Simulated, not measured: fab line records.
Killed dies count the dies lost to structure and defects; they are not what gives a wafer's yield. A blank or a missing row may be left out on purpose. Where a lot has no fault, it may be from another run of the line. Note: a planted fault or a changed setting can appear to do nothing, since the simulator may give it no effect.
A single fault, viewed from 3 desks | flow n5 finfet | numbers are kept per desk, each desk with only its own; the story behind them comes last

## FROM THE METROLOGY DESK
What the gauges read for every lot (on any tool): the sampled wafers with a number, averaged. The brackets show how far a lot's mean lies from the usual mean; more than 4 standard deviations puts the lot out of limits, marked OUT. Only the readings that lie furthest out on some lot appear, 7 of the 10 it has.
Columns: A = DIBL_N at N5_BEOL_M4_RC_MEAS_101, usual 36.4 mV/V; B = DIBL_P at N5_BEOL_M4_RC_MEAS_101, usual 36.6 mV/V; C = ION_N at N5_BEOL_M4_RC_MEAS_101, usual 671 uA/um; D = ION_P at N5_BEOL_M4_RC_MEAS_101, usual 462 uA/um; E = SS_N at N5_BEOL_M4_RC_MEAS_101, usual 71.5 mV/dec; F = VT_N at N5_BEOL_M4_RC_MEAS_101, usual 250.1 mV; G = VT_P at N5_BEOL_M4_RC_MEAS_101, usual -250.1 mV
lot  | first seen here | A    | B    | C   | D   | E    | F     | G
L358 | day 8 08:29     | 36.1 | 35.9 | 672 | 464 | 71.6 | 250.1 | -250.5
L362 | day 8 22:37     | 34.3 | 34.1 | 659 | 464 | 70.8 | 253.2 | -249.5
L363 | day 9 15:51     | 35.8 | 35.6 | 669 | 460 | 71.4 | 251.1 | -251.8
L364 | day 9 16:14     | 36.8 | 38.2 | 675 | 464 | 71.6 | 248.4 | -246.8
L365 | day 9 22:48     | 35.9 | 36.6 | 673 | 460 | 71.2 | 248.8 | -250.8
L366 | day 10 08:18    | 37.5 | 36.2 | 675 | 460 | 71.3 | 250.3 | -249.2
L369 | day 10 20:49    | 36.7 | 35.3 | 678 | 472 | 71.3 | 245.9 | -244.2
L368 | day 10 21:17    | 37.5 | 36.8 | 667 | 455 | 71.7 | 251.7 | -252.4
L372 | day 11 13:08    | 37.1 | 37.1 | 678 | 467 | 71.6 | 248.2 | -250.1
L373 | day 12 09:46    | 37.7 | 37.6 | 668 | 465 | 71.8 | 249.7 | -248.8
Finding of this desk: none of the 10 lots has anything out of limits.

## DESK OF THE TOOL OWNER: cvd co-02
At N5_BEOL_M2_PRE_CLEAN_60 (time 15 s), the tool's own readings, given per lot that ran on this tool as the mean of the sampled wafers with a number. The brackets show how far a lot's mean lies from the usual mean; more than 4 standard deviations puts the lot out of limits, marked OUT.
Columns: A = heater power outer w at N5_BEOL_M2_PRE_CLEAN_60, usual 19 W; B = heater power w at N5_BEOL_M2_PRE_CLEAN_60, usual 78 W
lot  | first seen here | A  | B
L362 | day 8 08:32     | 16 | 71
L363 | day 8 11:54     | 16 | 72
L365 | day 9 03:05     | 14 | 66
L368 | day 9 21:52     | 21 | 77
L372 | day 10 17:11    | 24 | 76
L373 | day 11 12:16    | 14 | 66
Finding of this desk: none of the 6 lots has anything out of limits.

## THE DEFECT DESK
Per lot, the means of the sampled wafers with a number show what the inspections along the route counted. The brackets show how far a lot's mean lies from the usual mean; more than 4 standard deviations puts the lot out of limits, marked OUT.
Columns: A = raw defect count at N5_BEOL_M2_INSPECT_59, usual 70; B = raw defect count at N5_BEOL_M3_INSPECT_30, usual 396
lot  | first seen here | A             | B
L358 | day 7 08:34     | 85            | 634
L362 | day 8 08:47     | 79            | 412
L363 | day 8 12:09     | 50            | 316
L364 | day 8 13:47     | 95            | 435
L365 | day 9 03:20     | 48            | 306
L366 | day 9 12:19     | 67            | 414
L368 | day 9 22:07     | 57            | 447
L369 | day 10 00:49    | 83            | 436
L372 | day 10 17:29    | 347 (+12) OUT | 551
L373 | day 11 12:31    | 356 (+12) OUT | 743
This desk finds L372, L373 out of limits, L372 being first, at day 10 17:29 (raw defect count at N5_BEOL_M2_INSPECT_59). Within limits: L358, L362, L363, L364, L365, L366, L368, L369.

## TAKEN TOGETHER
The defect desk could have raised an alarm at day 10 17:29, on L372, L373.
Nothing out of limits was seen by the metrology desk.
The desk of the tool owner found nothing out of limits.
The metrology desk has L372, L373 on record, within its limits.
The tool owner's desk has L372, L373 on record, within its limits.
Every lot named ran N5_BEOL_M2_PRE_CLEAN_60 on cvd co-02.

## WHAT THE SIMULATOR HAD PUT IN
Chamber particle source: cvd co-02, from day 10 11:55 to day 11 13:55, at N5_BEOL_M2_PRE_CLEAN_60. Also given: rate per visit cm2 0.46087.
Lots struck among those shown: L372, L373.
Hours from the fault's start to each desk's first reading out of limits: the defect desk, 6.
